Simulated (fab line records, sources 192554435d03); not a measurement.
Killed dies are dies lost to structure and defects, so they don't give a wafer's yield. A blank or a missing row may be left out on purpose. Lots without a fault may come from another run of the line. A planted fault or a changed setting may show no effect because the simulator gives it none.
Split-lot experiment | flow n5_finfet | 7 lots, 39 wafers read, on a route of 1938 steps

THE SPLIT
At N5_DUMMY_GATE_ETCH_32 (etches SiO2 in CF4, target depth 3.5 nm, time 3.9 s), the setting time_s was moved away from the recipe's 3.9 s on 12 of the 39 wafers read, by -18.2% to +20.0%. The other wafers ran this setting at the recipe's value.

The reading is taken at the split's own step.

THE READING
etch.depth_nm (the simulator's own value, which no gauge read), in nm, at N5_DUMMY_GATE_ETCH_32 (etches SiO2 in CF4, target depth 3.5 nm, time 3.9 s). The file gives no usual value for it. The 27 wafers here that ran the recipe average 3.517 nm, standard deviation 0.12 nm.

wafer  | tool, chamber at the split | time_s as run, s | against the recipe | etch.depth_nm, nm | against lot-mates on the recipe
L074.1 | rie_si-04, 3               | 3.9              | recipe             | 3.353             | -
L074.2 | rie_si-04, 1               | 4.68             | +20.0%             | 4.14              | +0.623
L074.3 | rie_si-04, 0               | 4.68             | +20.0%             | 4.175             | +0.658
L074.4 | rie_si-04, 2               | 3.9              | recipe             | 3.58              | -
L074.5 | rie_si-04, 1               | 4.68             | +20.0%             | 4.135             | +0.618
L074.6 | rie_si-04, 2               | 3.9              | recipe             | 3.617             | -
L077.1 | rie_si-05, 0               | 3.9              | recipe             | 3.565             | -
L077.2 | rie_si-05, 3               | 3.9              | recipe             | 3.554             | -
L077.3 | rie_si-05, 1               | 3.9              | recipe             | 3.542             | -
L077.4 | rie_si-05, 2               | 3.9              | recipe             | 3.703             | -
L077.5 | rie_si-05, 2               | 3.9              | recipe             | 3.726             | -
L077.6 | rie_si-05, 1               | 3.9              | recipe             | 3.481             | -
L080.1 | rie_si-05, 3               | 4.298            | +10.2%             | 3.981             | +0.411
L080.2 | rie_si-05, 2               | 4.298            | +10.2%             | 4.096             | +0.526
L080.3 | rie_si-05, 1               | 3.9              | recipe             | 3.535             | -
L080.4 | rie_si-05, 0               | 3.9              | recipe             | 3.549             | -
L080.5 | rie_si-05, 2               | 4.298            | +10.2%             | 4.105             | +0.535
L080.6 | rie_si-05, 3               | 3.9              | recipe             | 3.625             | -
L081.1 | rie_si-04, 2               | 3.9              | recipe             | 3.59              | -
L081.2 | rie_si-04, 3               | 3.9              | recipe             | 3.369             | -
L081.3 | rie_si-04, 0               | 3.9              | recipe             | 3.444             | -
L081.4 | rie_si-04, 0               | 3.9              | recipe             | 3.415             | -
L081.5 | rie_si-04, 2               | 3.9              | recipe             | 3.568             | -
L081.6 | rie_si-04, 3               | 3.9              | recipe             | 3.308             | -
L084.1 | rie_si-05, 0               | 3.189            | -18.2%             | 2.891             | -0.697
L084.2 | rie_si-05, 2               | 3.189            | -18.2%             | 3.018             | -0.570
L084.3 | rie_si-05, 3               | 3.189            | -18.2%             | 2.937             | -0.651
L084.4 | rie_si-05, 1               | 3.9              | recipe             | 3.488             | -
L084.5 | rie_si-05, 2               | 3.9              | recipe             | 3.676             | -
L084.6 | rie_si-05, 3               | 3.9              | recipe             | 3.599             | -
L090.2 | rie_si-04, 2               | 3.9              | recipe             | 3.617             | -
L090.3 | rie_si-04, 1               | 3.9              | recipe             | 3.368             | -
L090.4 | rie_si-04, 3               | 3.9              | recipe             | 3.3               | -
L092.1 | rie_si-04, 3               | 4.501            | +15.4%             | 3.821             | +0.362
L092.2 | rie_si-04, 0               | 4.501            | +15.4%             | 3.991             | +0.532
L092.3 | rie_si-04, 1               | 3.9              | recipe             | 3.391             | -
L092.4 | rie_si-04, 2               | 3.9              | recipe             | 3.611             | -
L092.5 | rie_si-04, 2               | 4.501            | +15.4%             | 4.157             | +0.698
L092.6 | rie_si-04, 1               | 3.9              | recipe             | 3.376             | -

THE FIT
A straight line over all 39 wafers: etch.depth_nm changes by +0.033 nm for each +1% of time_s; r = +0.92; the points scatter about the line by 0.13 nm.
The same after taking each lot's own level away (the mean of its wafers on the recipe; 39 wafers): +0.0348 nm for each +1%; r = +0.95; scatter 0.1 nm.
On that fit, the largest move of time_s shifts the reading by 0.7 nm.
The lots' own levels span 3.4283 to 3.5952 nm, that is 1.4 times the standard deviation above.
So the lot-to-lot level changes the slope little: the two slopes agree.
Check: with one of the wafers moved furthest among these (+20.0%) left out of the fit, the line predicts +0.712 nm for it against its lot-mates. It came out at +0.623 nm against them.

THE FILE'S OWN FIT
etch.depth_nm changes by +0.0349 nm for each +1% of time_s, r = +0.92.
